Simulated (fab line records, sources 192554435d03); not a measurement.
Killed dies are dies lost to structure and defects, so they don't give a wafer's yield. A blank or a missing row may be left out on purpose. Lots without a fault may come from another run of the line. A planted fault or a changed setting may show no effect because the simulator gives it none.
Split-lot experiment | flow n5_finfet | 7 lots, 21 wafers read, on a route of 1938 steps

THE SPLIT
At N5_BEOL_M10_COAT_64 (time 60 s, resist thk 30 nm), the setting spin_rpm was moved away from the recipe's 1500 rpm on 8 of the 21 wafers read, by -11.1% to +8.5%. The other wafers ran this setting at the recipe's value.

FROM THE SPLIT TO THE READING: what the file shows between them, 3 steps
- N5_BEOL_M10_COAT_22: resist thk 90 nm
- N5_BEOL_M10_EBR_24
- N5_BEOL_M10_DESCUM_33: chemistry O2, time 7.9 s

THE READING
etch.depth_nm (the simulator's own value, which no gauge read), in nm, at N5_BEOL_M10_ETCH_65 (etches SiARC in CF4, target depth 39 nm, time 65 s). The file gives no usual value for it. The 13 wafers here that ran the recipe average 29.99 nm, standard deviation 0.1 nm.

wafer  | tool, chamber at the split | spin_rpm as run, rpm | against the recipe | etch.depth_nm, nm | against lot-mates on the recipe
L074.3 | litho_track-03, 0          | 1433                 | -4.5%              | 30.66             | +0.67
L074.4 | litho_track-03, 0          | 1433                 | -4.5%              | 30.7              | +0.71
L074.6 | litho_track-03, 0          | 1500                 | recipe             | 29.99             | -
L077.1 | litho_track-01, 0          | 1383                 | -7.8%              | 31.1              | +1.25
L077.4 | litho_track-01, 0          | 1500                 | recipe             | 29.89             | -
L077.5 | litho_track-01, 0          | 1500                 | recipe             | 29.82             | -
L080.1 | litho_track-03, 0          | 1500                 | recipe             | 30.02             | -
L080.4 | litho_track-03, 0          | 1500                 | recipe             | 30.17             | -
L080.5 | litho_track-03, 0          | 1500                 | recipe             | 30.09             | -
L081.1 | litho_track-01, 0          | 1500                 | recipe             | 30                | -
L081.2 | litho_track-01, 0          | 1334                 | -11.1%             | 31.74             | +1.77
L081.3 | litho_track-01, 0          | 1500                 | recipe             | 29.94             | -
L085.1 | litho_track-03, 0          | 1612                 | +7.5%              | 28.87             | -1.06
L085.4 | litho_track-03, 0          | 1612                 | +7.5%              | 28.85             | -1.08
L085.6 | litho_track-03, 0          | 1500                 | recipe             | 29.93             | -
L093.2 | litho_track-01, 0          | 1500                 | recipe             | 29.94             | -
L093.4 | litho_track-01, 0          | 1500                 | recipe             | 29.95             | -
L093.5 | litho_track-01, 0          | 1500                 | recipe             | 29.99             | -
L097.1 | litho_track-02, 0          | 1628                 | +8.5%              | 29                | -1.19
L097.2 | litho_track-02, 0          | 1628                 | +8.5%              | 29.03             | -1.16
L097.6 | litho_track-02, 0          | 1500                 | recipe             | 30.19             | -

THE FIT
A straight line over all 21 wafers: etch.depth_nm changes by -0.141 nm for each +1% of spin_rpm; r = -0.99; the points scatter about the line by 0.12 nm.
The same after taking each lot's own level away (the mean of its wafers on the recipe; 21 wafers): -0.149 nm for each +1%; r = -1.00; scatter 0.051 nm.
On that fit, the largest move of spin_rpm shifts the reading by 1.6 nm.
The lots' own levels span 29.855 to 30.190 nm, that is 3.3 times the standard deviation above.
So the lot-to-lot level changes the slope little: the two slopes agree.
Check: with one of the wafers moved furthest among these (-11.1%) left out of the fit, the line predicts +1.63 nm for it against its lot-mates. It came out at +1.77 nm against them.

OTHER SPLITS ON THESE WAFERS
These wafers also went through other splits before the reading. Each is held against what the fit with the lots' levels taken away leaves over:
other split on the same wafers   | wafers away from the commonest value | r with etch.depth_nm (lot level and that fit taken away)
N5_BEOL_M8_TRENCH_ETCH_37 time_s | 7                                    | -0.02
N5_BEOL_M10_ETCH_62 time_s       | 11                                   | -0.06

THE WHOLE CHAIN: every reading that the file lists as answering this split, in the file's order
step                | what it does                                       | reading                                                                             | change (the file's fit)               | r (the file's)
N5_BEOL_M10_COAT_64 | time 60 s, resist thk 30 nm                        | SiARC_of_BEOL_M10_COAT_64.thk_nm (the simulator's own value, which no gauge read)   | -0.16 nm for each +1% of the setting  | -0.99
N5_BEOL_M10_ETCH_65 | etches SiARC in CF4, target depth 39 nm, time 65 s | CAR-ArF_of_BEOL_M10_COAT_22.thk_nm (the simulator's own value, which no gauge read) | +0.155 nm for each +1% of the setting | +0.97
N5_BEOL_M10_ETCH_65 | etches SiARC in CF4, target depth 39 nm, time 65 s | etch.depth_nm (the simulator's own value, which no gauge read)                      | -0.152 nm for each +1% of the setting | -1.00

THE FILE'S OWN FIT
etch.depth_nm changes by -0.152 nm for each +1% of spin_rpm, r = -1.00.
